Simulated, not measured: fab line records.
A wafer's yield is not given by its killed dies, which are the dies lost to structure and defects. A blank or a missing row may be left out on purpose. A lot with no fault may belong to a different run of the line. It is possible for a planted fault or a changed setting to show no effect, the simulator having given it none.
A struck lot beside a sound one -- flow n5 finfet -- 40 out of 1938 route steps
Sound: these wafers, L610.1, L610.2, L610.6. Struck: wafers L609.2, L609.3, L609.6. At the end, the cause is stated.
For every step that has rows: the tool of each side, followed by ch and its chambers, followed by its first start. Under that, the readings that differ: sound wafers -- struck wafers -- difference of the means -- sigmas: that difference in standard deviations of wafers without a fault.
alike: words and numbers the same on both sides, and readings whose means are apart by under 2 such deviations; not compared: readings that were withheld, readings missing a value for some wafer, numbers with overlapping values and no deviation given by the record, and bounds like >300 which may hide the same value.
A row with sigmas, a row that says differs or no value, or rows on one side alone: a step with any of these is where the two part. Non-overlapping numbers with no deviation appear without sigmas and do not part them. A reading missing from all wafers of one side parts the sides only when that side holds two or more wafers.

first, 11 steps without rows for these wafers: N5_ZERO_LAYER_HMDS_04 (time 60 s); N5_ZERO_LAYER_COAT_05 (resist thk 1000 nm); N5_ZERO_LAYER_EBR_07; N5_ZERO_LAYER_SOFTBAKE_06 (time 90 s); N5_ZERO_LAYER_EXPOSE_08 (exposes mask ZERO, defocus 0 nm, target cd 2000 nm); N5_ZERO_LAYER_PEB_09; N5_ZERO_LAYER_DEVELOP_10 (develop time 60 s); N5_ZERO_LAYER_HARDBAKE_23 (time 120 s); N5_ZERO_LAYER_DESCUM_16 (chemistry O2, time 7.9 s); N5_ZERO_LAYER_ETCH_17 (etches SiO2 in CF4, target depth 12 nm, time 13.3 s); N5_ZERO_LAYER_ETCH_18 (etches Si in HBr/Cl2, target depth 120 nm, time 40 s).
N5_ZERO_LAYER_STRIP_24: strips in O2.
  sound on plasma asher-02 ch 0,1, day 5 19:10; struck on plasma asher-01 ch 0, day 5 13:13
  alike: drypump motor current A, heater power w, o2 flow sccm, oes product au, strip time to endpoint s
  not compared: rf hours counter h
then, 1 step without rows for these wafers: N5_ZERO_LAYER_STRIP_19 (strips in SPM, time 900 s).
N5_ZERO_LAYER_INSPECT_20: inspects for defects (darkfield).
  sound on defect inspect-02, day 5 19:33; struck on defect inspect-01, day 5 13:35
reading,sound,struck,difference,sigmas
raw defect count,66 58 83,439 435 426,+364,+20
then, 8 steps without rows for these wafers: N5_WELL_APT_HMDS_01 (time 60 s); N5_WELL_APT_COAT_02 (resist thk 950 nm); N5_WELL_APT_EBR_04; N5_WELL_APT_SOFTBAKE_03 (time 60 s); N5_WELL_APT_EXPOSE_05 (exposes mask NWELL, defocus 0 nm, target cd 200 nm); N5_WELL_APT_PEB_06 (peb time 90 s); N5_WELL_APT_DEVELOP_07 (develop time 45 s); N5_WELL_APT_HARDBAKE_12 (time 120 s).
N5_WELL_APT_INSPECT_10: inspects for defects (macro).
  sound on defect inspect-01, day 5 19:55; struck on defect inspect-01, day 5 14:04
reading,sound,struck,difference,sigmas
raw defect count,1 0 4,>300 >300 >300,differs,
then, 12 steps without rows for these wafers: N5_WELL_APT_DESCUM_13 (chemistry O2, time 7.9 s); N5_WELL_APT_IMPLANT_14; N5_WELL_APT_IMPLANT_15; N5_WELL_APT_STRIP_16 (strips in SPM, time 900 s); N5_WELL_APT_HMDS_18 (time 60 s); N5_WELL_APT_COAT_19 (resist thk 950 nm); N5_WELL_APT_EBR_21; N5_WELL_APT_SOFTBAKE_20 (time 60 s); N5_WELL_APT_EXPOSE_22 (exposes mask PWELL, defocus 0 nm, target cd 200 nm); N5_WELL_APT_PEB_23 (peb time 90 s); N5_WELL_APT_DEVELOP_24 (develop time 45 s); N5_WELL_APT_HARDBAKE_29 (time 120 s).
N5_WELL_APT_INSPECT_27: inspects for defects (macro).
  sound on defect inspect-02, day 5 21:13; struck on defect inspect-02, day 5 15:19
reading,sound,struck,difference,sigmas
raw defect count,5 2 2,>300 >300 >300,differs,
then, 1 step without rows for these wafers: N5_WELL_APT_DESCUM_30 (chemistry O2, time 7.9 s).
N5_WELL_APT_INSPECT_38: inspects for defects (darkfield).
  sound on defect inspect-01, day 5 22:58; struck on defect inspect-01, day 5 17:31
reading,sound,struck,difference,sigmas
raw defect count,15 10 12,404 389 396,+384,+64
-- a jump in the record: the struck wafers' starts before and after are 6 days apart (it breaks off in module WELL_APT and resumes in module BEOL_M4, where the first step shown is number 1111 of the route) --
N5_BEOL_M4_RC_MEAS_101:
  sound on prober-02 ch 0, day 11 23:47; struck on prober-01 ch 0, day 12 01:40
  alike: DIBL_N, DIBL_P, IOFF_N, IOFF_P, ION_N, ION_P, SS_N, SS_P, VT_N, VT_P
-- record jumps: 5 days separate the struck wafers' starts on either side; left off in module BEOL_M4, taken up again in module PASSIVATION, whose first shown step is the route's number 1936 --
N5_PASSIVATION_PROBE_49:
  only the struck wafers here have rows in the record (prober-01, day 16 13:44); the sound ones have none

## WHERE THEY PART
At N5_ZERO_LAYER_INSPECT_20 first; at N5_PASSIVATION_PROBE_49 last (within this record only).

WHY: whatever the simulator had introduced
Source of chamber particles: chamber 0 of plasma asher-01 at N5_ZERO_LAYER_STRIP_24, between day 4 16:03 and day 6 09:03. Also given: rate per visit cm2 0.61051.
